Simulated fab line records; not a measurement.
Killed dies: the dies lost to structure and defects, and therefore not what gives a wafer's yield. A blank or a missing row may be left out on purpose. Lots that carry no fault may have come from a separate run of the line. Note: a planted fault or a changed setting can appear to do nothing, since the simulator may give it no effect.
Matching of chambers :: flow n5Finfet :: N5_BEOL_M10_PECVD_70 on pecvd-01: 3 sister chambers
The step deposits SiO2 from TEOS/O2, target thk 20 nm, time 22.7 s. 6 wafers are shown with their chamber, then 8 later ones without.

## WAFERS, EACH WITH ITS CHAMBER
wafer: L560.6
chamber: 1
showerheadPlenumPTorr (Torr): 8.73
showerheadVppV (V): 1280

wafer: L564.2
chamber: 1
showerheadPlenumPTorr (Torr): 8.73
showerheadVppV (V): 1276

wafer: L566.1
chamber: 2
showerheadPlenumPTorr (Torr): 8.75
showerheadVppV (V): 1339

wafer: L566.2
chamber: 0
showerheadPlenumPTorr (Torr): 8.87
showerheadVppV (V): 1316

wafer: L566.4
chamber: 2
showerheadPlenumPTorr (Torr): 8.74
showerheadVppV (V): 1361

wafer: L568.2
chamber: 0
showerheadPlenumPTorr (Torr): 8.87
showerheadVppV (V): 1329

## WAFERS WHOSE CHAMBER IS MISSING
wafer: L568.3
showerheadPlenumPTorr (Torr): 8.77
showerheadVppV (V): 1360

wafer: L568.6
showerheadPlenumPTorr (Torr): 8.88
showerheadVppV (V): 1344

wafer: L573.1
showerheadPlenumPTorr (Torr): 8.73
showerheadVppV (V): 1388

wafer: L573.4
showerheadPlenumPTorr (Torr): 8.74
showerheadVppV (V): 1369

wafer: L573.5
showerheadPlenumPTorr (Torr): 8.87
showerheadVppV (V): 1327

wafer: L576.1
showerheadPlenumPTorr (Torr): 8.73
showerheadVppV (V): 1288

wafer: L576.2
showerheadPlenumPTorr (Torr): 8.87
showerheadVppV (V): 1318

wafer: L576.4
showerheadPlenumPTorr (Torr): 8.76
showerheadVppV (V): 1367

## WHICH CHAMBER EACH WENT THROUGH
wafer: L568.3
from the rows above: 2
in truth: 2

wafer: L568.6
from the rows above: 0
in truth: 0

wafer: L573.1
from the rows above: 2
in truth: 2

wafer: L573.4
from the rows above: 2
in truth: 2

wafer: L573.5
from the rows above: 0
in truth: 0

wafer: L576.1
from the rows above: 1
in truth: 1

wafer: L576.2
from the rows above: 0
in truth: 0

wafer: L576.4
from the rows above: 2
in truth: 2
8 of 8 placed correctly. Left unplaced by these rows: 0. Number placed wrongly: 0.
How it was worked out, from the rows above alone: a wafer's distance from a chamber is the root of the sum, over the readings, of the square of ((its reading less the chamber's mean) divided by the reading's scatter). If the next closest chamber is less than 2 further off than the closest, the wafer can't be placed; otherwise it belongs to the closest. Each chamber's mean is taken over the wafers shown for it. The scatter: the root of (the sum of the squares of (reading less its chamber's mean) over the shown wafers, divided by (wafers less chambers)).
